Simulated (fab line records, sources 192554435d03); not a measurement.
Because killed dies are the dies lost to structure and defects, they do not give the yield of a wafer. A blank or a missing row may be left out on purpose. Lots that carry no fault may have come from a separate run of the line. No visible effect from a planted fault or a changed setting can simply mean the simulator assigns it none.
A struck lot beside a sound one	flow n5_finfet	37 steps out of a route of 1938
Sound: wafers L238.1, L238.4, L238.5. Struck: wafer L245.1. (L245.4, L245.5 of the same lot were not struck and are left out.) The cause comes at the end.
At each step with rows: each side's tool, then ch and its chambers, then its first start. Under that, the readings that differ: sound wafers	struck wafers	difference of the means	sigmas: that difference in standard deviations of wafers without a fault.
alike: same words and numbers on both sides, and readings whose means sit less than 2 such deviations apart. not compared: any withheld reading, any reading some wafer has no value for, any bound like >300 that may hide the same value, and any number with overlapping values for which the record gives no deviation.
Wherever a step has rows on one side only, a row that says differs or no value, or a row with sigmas, the two part there. Numbers that have no deviation but don't overlap get no sigmas and don't part them. A reading missing from all wafers of one side parts the sides only when that side holds two or more wafers.

first, 9 steps without rows for these wafers: N5_SDB_EXPOSE_08 (exposes mask SDB); N5_SDB_PEB_09 (peb time 60 s); N5_SDB_DEVELOP_10 (develop time 30 s); N5_SDB_DESCUM_16 (chemistry O2, time 7.9 s); N5_SDB_ETCH_17 (etches SiARC in CF4, target depth 23.4 nm, time 39 s); N5_SDB_ETCH_18 (etches SOC in N2/H2, target depth 100 nm, overetch 20 nm, time 150 s); N5_SDB_STRIP_19 (strips in N2/H2); N5_SDB_STRIP_21 (strips in CF4); N5_SDB_HM_OPEN_20 (chemistry CH3F/O2, target SiNx, stops on poly-Si, target depth 24 nm).
N5_SDB_STRIP_22: strips in N2/H2.
  sound on plasma_asher-01 ch 1, day 4 23:01; struck on plasma_asher-02 ch 1, day 6 22:52
reading	sound	struck	difference	sigmas
strip_time_to_endpoint_s (s)	96.0 96.0 96.0	97.0	+1.0	+3
  alike: drypump_motor_current_A, h2_flow_sccm, heater_power_w, oes_product_au
  not compared: rf_hours_counter_h
then, 26 steps without rows for these wafers: N5_SDB_PRECLEAN_23 (cleans in dHF, time 30 s); N5_SDB_DUMMY_REMOVE_24 (chemistry TMAH, target poly-Si, stops on SiO2, target depth 142 nm, time 57 s, rinse time 30 s); N5_SDB_ETCH_25 (etches SiO2 in C4F6/O2, target depth 10 nm, time 3.3 s); N5_SDB_CUT_ETCH_26 (etches Si in HBr/Cl2/O2, target depth 129.6 nm, bt time 20 s, time 51.8 s); N5_SDB_PRECLEAN_38 (cleans in dHF, time 10 s); N5_SDB_PRECLEAN_39 (cleans in O3/DIW, time 45 s); N5_SDB_SRD_28 (time 30 s); N5_SDB_ALD_29 (deposits SiNx, target thk 30 nm, pulse time 1 s, ald cycles 600); N5_SDB_CMP_30 (polishes, stops on poly-Si, t overpolish 1.54 s, target thk 30 nm); N5_DUMMY_REMOVAL_HM_STRIP_01 (strips SiNx in CH3F/O2, stops on poly-Si, target depth 4 nm, time 6.8 s); N5_DUMMY_REMOVAL_STRIP_10 (strips in N2/H2, time 40 s); N5_DUMMY_REMOVAL_PRECLEAN_07 (cleans in dHF, time 30 s); N5_DUMMY_REMOVAL_DUMMY_REMOVE_02 (chemistry TMAH, target poly-Si, stops on SiO2, target depth 142 nm, time 57 s, rinse time 30 s); N5_DUMMY_REMOVAL_PRECLEAN_08 (cleans in NF3:NH3, afs cycles 2, time 20 s, sublimation time 60 s); N5_DUMMY_REMOVAL_PRECLEAN_04 (cleans in DHF, time 37 s); N5_DUMMY_REMOVAL_SRD_05 (time 30 s); N5_HKMG_FIN_IL_REGROW_00 (material SiO2, chemistry O3, target thk 0.75 nm, time 30 s); N5_HKMG_FIN_HK_ALD_01 (deposits HfO2, target thk 1.6 nm, pulse time 3 s, purge time 3 s); N5_HKMG_FIN_HK_ANNEAL_02 (time 30 s); N5_HKMG_FIN_ALD_74 (deposits La2O3, target thk 0.5 nm, pulse time 6 s, co reactant pulse time 1 s); N5_HKMG_FIN_ALD_75 (deposits Al2O3, target thk 1 nm, co reactant pulse time 1 s); N5_HKMG_FIN_COAT_41 (time 60 s, resist thk 300 nm); N5_HKMG_FIN_COAT_42 (time 60 s, resist thk 35 nm); N5_HKMG_FIN_COAT_43 (resist thk 90 nm); N5_HKMG_FIN_EBR_45; N5_HKMG_FIN_SOFTBAKE_44 (time 60 s).
-- the record jumps here: 8 days lie between the struck wafers' starts before and after (it left off in module HKMG_FIN and takes up again in module PASSIVATION, whose first step shown is number 1936 of the route) --
N5_PASSIVATION_PROBE_49:
  sound on prober-02 at day 13 08:03; struck on prober-01 at day 15 10:23
reading	sound	struck	difference	sigmas
defect_limited_yield (%)	87.6 89.4 90.3	85.2	-3.9	-3
killed_at_front_end	41 44 42	111	+69	+6
killed_dies	146 125 115	175	+46	+3
killed_open	101 80 72	45	-39	-3
sort_bin_5_function (%)	7.5 6.4 6.3	9.9	+3.2	+3
sort_n_pass	1034 1055 1065	1005	-46	-3
sort_yield_pct (%)	87.6 89.4 90.3	85.2	-3.9	-3
  alike: killed_at_M0_to_M3, killed_at_M4_up, killed_at_contacts, killed_at_other, killed_short, sort_bin_6_memory

WHERE THEY PART
Last at N5_PASSIVATION_PROBE_49 as far as this record goes, first at N5_SDB_STRIP_22.

WHY: what had been put in by the simulator
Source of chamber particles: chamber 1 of plasma_asher-02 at N5_SDB_STRIP_22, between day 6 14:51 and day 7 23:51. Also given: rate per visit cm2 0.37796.
